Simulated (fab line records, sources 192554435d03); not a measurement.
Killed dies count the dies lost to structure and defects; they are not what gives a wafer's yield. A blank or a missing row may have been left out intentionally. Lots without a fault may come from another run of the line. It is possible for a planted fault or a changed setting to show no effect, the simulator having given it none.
A lot that was struck, set against a sound lot	flow n5Finfet	15 out of 1938 route steps
Sound: wafers L272.3, L272.4, L272.5. Wafers struck: L274.2, L274.4. Last of all comes the cause.
Each step with rows lists, per side, the tool, then ch with its chambers, then its first start. Under that, the readings that differ: sound wafers	struck wafers	difference of the means	sigmas: that difference in standard deviations of wafers without a fault.
alike: same words and numbers on both sides, and readings whose means sit less than 2 such deviations apart. not compared: any withheld reading, any reading some wafer has no value for, any bound like >300 that may hide the same value, and any number with overlapping values for which the record gives no deviation.
Wherever a step has rows on one side only, a row that says differs or no value, or a row with sigmas, the two part there. Numbers that have no deviation but don't overlap get no sigmas and don't part them. A reading that every wafer of one side lacks parts them only if that side has two wafers or more.

first, 1 step without rows for these wafers: N5_BEOL_M4_DEVELOP_27 (develop time 30 s).
N5_BEOL_M4_CD_MEAS_28: target cd 26.2 nm, target cd y 24.1 nm.
  sound on cdSem-03 ch 0, day 9 02:47; struck on cdSem-02 ch 0, day 9 23:38
  alike: cdNm
N5_BEOL_M4_OVL_MEAS_29:
  sound on overlay-01 ch 0, day 9 02:49; struck on overlay-01 ch 0, day 9 23:40
reading	sound	struck	difference	sigmas
V3_OVL (nm)	-0.3 -0.4 -0.8	0.8 1.3	+1.6	+2
N5_BEOL_M4_INSPECT_30: inspects for defects (brightfield).
  struck on defectInspect-01, day 9 23:44; sound on defectInspect-01, day 9 02:52
  alike: rawDefectCount
N5_BEOL_M4_DESCUM_33: chemistry O2, time 7 s.
  sound on rieDiel-04 ch 1,3, day 9 02:54; struck on rieDiel-04 ch 0,2, day 9 23:46
reading	sound	struck	difference	sigmas
showerheadPlenumPTorr (Torr)	2.16 2.18 2.18	1.98 2.03	-0.17	-2
throttleValvePct (%)	20.82 20.94 20.94	20.31 20.12	-0.69	-2
  alike: drypumpMotorCurrentA, oesProductAu, rfVppV
  not compared: rfHoursCounterH
N5_BEOL_M4_ETCH_77: etches underlayer in N2/H2, target depth 6.5 nm, time 5.2 s.
  sound on rieDiel-04 ch 1,3, day 9 02:56; struck on rieDiel-04 ch 0,2, day 9 23:48
reading	sound	struck	difference	sigmas
showerheadPlenumPTorr (Torr)	2.64 2.63 2.63	2.43 2.44	-0.20	-2
  alike: biasW, drypumpMotorCurrentA, etchRfOnTimeS, oesProductAu, rfVppV, throttleValvePct
  not compared: rfHoursCounterH
N5_BEOL_M4_ETCH_69: etches SiARC in CF4, target depth 15.6 nm, time 26 s.
  sound on rieDiel-04 ch 1,3, day 9 02:57; struck on rieDiel-04 ch 0,2, day 9 23:49
reading	sound	struck	difference	sigmas
showerheadPlenumPTorr (Torr)	2.20 2.22 2.22	2.04 2.08	-0.15	-2
throttleValvePct (%)	16.03 16.06 16.07	15.51 15.32	-0.64	-2
  alike: biasW, drypumpMotorCurrentA, etchRfOnTimeS, oesProductAu, rfVppV
  not compared: rfHoursCounterH
then, 1 step without rows for these wafers: N5_BEOL_M4_ALD_98 (deposits SiO2, target thk 2.5 nm, pulse time 1 s, co reactant pulse time 1 s).
N5_BEOL_M4_ETCHBACK_99: etches SiO2 in CHF3, target depth 5 nm, time 10.4 s.
  sound on rieDiel-04 ch 0,2, day 9 09:52; struck on rieDiel-02 ch 1,3, day 10 05:43
  alike: biasW, drypumpMotorCurrentA, oesProductAu, rfVppV, showerheadPlenumPTorr, throttleValvePct
  not compared: rfHoursCounterH
N5_BEOL_M4_ETCH_70: etches SOC in N2/H2, target depth 80 nm, overetch 24 nm, time 130 s.
  sound on rieDiel-04 ch 0,2, day 9 09:54; struck on rieDiel-02 ch 1,3, day 10 05:46
  alike: biasW, drypumpMotorCurrentA, oesProductAu, rfVppV, showerheadPlenumPTorr, throttleValvePct
  not compared: rfHoursCounterH
then, 2 steps without rows for these wafers: N5_BEOL_M4_STRIP_71 (strips in N2/H2); N5_BEOL_M4_STRIP_78 (strips in N2/H2).
N5_BEOL_M4_VIA_ETCH_34: etches the open film in C4F6/O2, target depth 69.4 nm, time 65.9 s.
  sound on rieDiel-04 ch 0,2, day 9 10:00; struck on rieDiel-02 ch 1,3, day 10 05:52
reading	sound	struck	difference	sigmas
oesProductAu (a.u.)	0.79 0.74 0.79	1.01 0.98	+0.22	+3
model.etch.depthNm (nm)	69.6 69.86 69.59	119.1 111.2	+45.5	
model.SOC_of_BEOL_M4_COAT_67.thkNm (nm)	51.8 51.8 52	46.4 47.4	-5.0	
  alike: biasW, drypumpMotorCurrentA, rfVppV, showerheadPlenumPTorr, throttleValvePct
  not compared: rfHoursCounterH
then, 1 step without rows for these wafers: N5_BEOL_M4_STRIP_83 (strips in C4F6/O2).
N5_BEOL_M4_RC_MEAS_101:
  sound on prober-02 ch 0, day 9 16:00; struck on prober-02 ch 0, day 10 10:37
reading	sound	struck	difference	sigmas
ION_N (uA/um)	642 656 637	665 708	+42	+3
ION_P (uA/um)	438 449 447	456 481	+24	+3
VT_P (mV)	-257 -254 -257	-251 -246	+8	+2
  alike: DIBL_N, DIBL_P, IOFF_N, IOFF_P, SS_N, SS_P, VT_N

## WHERE THEY PART
First at N5_BEOL_M4_OVL_MEAS_29; last, within this record, at N5_BEOL_M4_RC_MEAS_101.

WHY: what had been put in by the simulator
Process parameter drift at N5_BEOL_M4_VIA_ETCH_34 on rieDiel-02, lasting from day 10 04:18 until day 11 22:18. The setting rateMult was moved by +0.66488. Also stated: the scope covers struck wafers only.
